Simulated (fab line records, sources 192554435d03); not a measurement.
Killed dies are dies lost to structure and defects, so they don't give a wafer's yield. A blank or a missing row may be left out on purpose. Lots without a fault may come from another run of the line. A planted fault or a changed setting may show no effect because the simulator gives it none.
Split-lot experiment | flow n5_finfet | 7 lots, 21 wafers read, on a route of 1938 steps

THE SPLIT
At N5_BEOL_M0_ETCH_128 (etches SiCN in CF4/N2, target depth 12 nm, overetch 5.1 nm, time 21.4 s), the setting source_w was moved away from the recipe's 430 W on 8 of the 21 wafers read, by -16.5% to +16.3%. The other wafers ran this setting at the recipe's value.

The reading is taken at the split's own step.

THE READING
rf_vpp_V, in V, at N5_BEOL_M0_ETCH_128 (etches SiCN in CF4/N2, target depth 12 nm, overetch 5.1 nm, time 21.4 s). Fault-free wafers of this fab line usually give 382.7 V, standard deviation 1.4 V.

wafer  | tool, chamber at the split | source_w as run, W | against the recipe | rf_vpp_V, V | against lot-mates on the recipe
L074.1 | rie_diel-04, 3             | 430                | recipe             | 384.3       | -
L074.3 | rie_diel-04, 1             | 364.8              | -15.2%             | 406.6       | +23.5
L074.4 | rie_diel-04, 0             | 430                | recipe             | 382.0       | -
L078.1 | rie_diel-02, 2             | 430                | recipe             | 382.7       | -
L078.2 | rie_diel-02, 0             | 430                | recipe             | 383.4       | -
L078.6 | rie_diel-02, 1             | 430                | recipe             | 382.3       | -
L077.2 | rie_diel-02, 0             | 359.1              | -16.5%             | 408.1       | +24.1
L077.3 | rie_diel-02, 2             | 359.1              | -16.5%             | 406.2       | +22.2
L077.6 | rie_diel-02, 3             | 430                | recipe             | 384.0       | -
L080.2 | rie_diel-04, 2             | 494.2              | +14.9%             | 363.7       | -20.0
L080.3 | rie_diel-04, 0             | 494.2              | +14.9%             | 364.1       | -19.6
L080.5 | rie_diel-04, 3             | 430                | recipe             | 383.7       | -
L082.2 | rie_diel-04, 3             | 430                | recipe             | 385.0       | -
L082.3 | rie_diel-04, 0             | 430                | recipe             | 381.5       | -
L082.5 | rie_diel-04, 2             | 430                | recipe             | 381.8       | -
L086.1 | rie_diel-02, 1             | 430                | recipe             | 382.8       | -
L086.5 | rie_diel-02, 2             | 488.2              | +13.5%             | 366.2       | -16.6
L086.6 | rie_diel-02, 1             | 488.2              | +13.5%             | 366.7       | -16.1
L095.1 | rie_diel-05, 3             | 500.3              | +16.3%             | 364.3       | -17.0
L095.3 | rie_diel-05, 1             | 430                | recipe             | 381.9       | -
L095.4 | rie_diel-05, 2             | 430                | recipe             | 380.7       | -

THE FIT
A straight line over all 21 wafers: rf_vpp_V changes by -1.35 V for each +1% of source_w; r = -0.99; the points scatter about the line by 1.6 V.
The same after taking each lot's own level away (the mean of its wafers on the recipe; 21 wafers): -1.32 V for each +1%; r = -0.99; scatter 1.6 V.
On that fit, the largest move of source_w shifts the reading by 22 V.
The lots' own levels span 381.30 to 384.00 V, that is 1.9 times the standard deviation above.
So the lot-to-lot level changes the slope little: the two slopes agree.
Check: with one of the wafers moved furthest among these (-16.5%) left out of the fit, the line predicts +22 V for it against its lot-mates. It came out at +24.1 V against them.
Tool readings at the split's step, against how far the setting was moved: rf_vpp_V r = -0.99.

OTHER SPLITS ON THESE WAFERS
These wafers also went through other splits before the reading. Each is held against what the fit with the lots' levels taken away leaves over:
other split on the same wafers               | wafers away from the commonest value | r with rf_vpp_V (lot level and that fit taken away)
N5_HKMG_FIN_ETCH_35 bias_w                   | 9                                    | -0.11
N5_HKMG_FIN_ETCH_86 target_depth_a           | 4                                    | -0.10
N5_GATE_CUT_COAT_07 spin_rpm                 | 8                                    | +0.25
N5_MOL_CONTACT_COAG_CONTACT_ETCH_14 source_w | 3                                    | -0.14
N5_MOL_CONTACT_COAG_COAT_62 spin_rpm         | 9                                    | +0.24
N5_MOL_CONTACT_COAG_COAT_63 spin_rpm         | 12                                   | +0.00
N5_BEOL_M0_SAQP_SPACER1_ALD_98 temp_c        | 5                                    | +0.03
N5_BEOL_M0_SAQP_ETCH_106 target_depth_a      | 9                                    | -0.06

THE FILE'S OWN FIT
rf_vpp_V changes by -1.3 V for each +1% of source_w, r = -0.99.
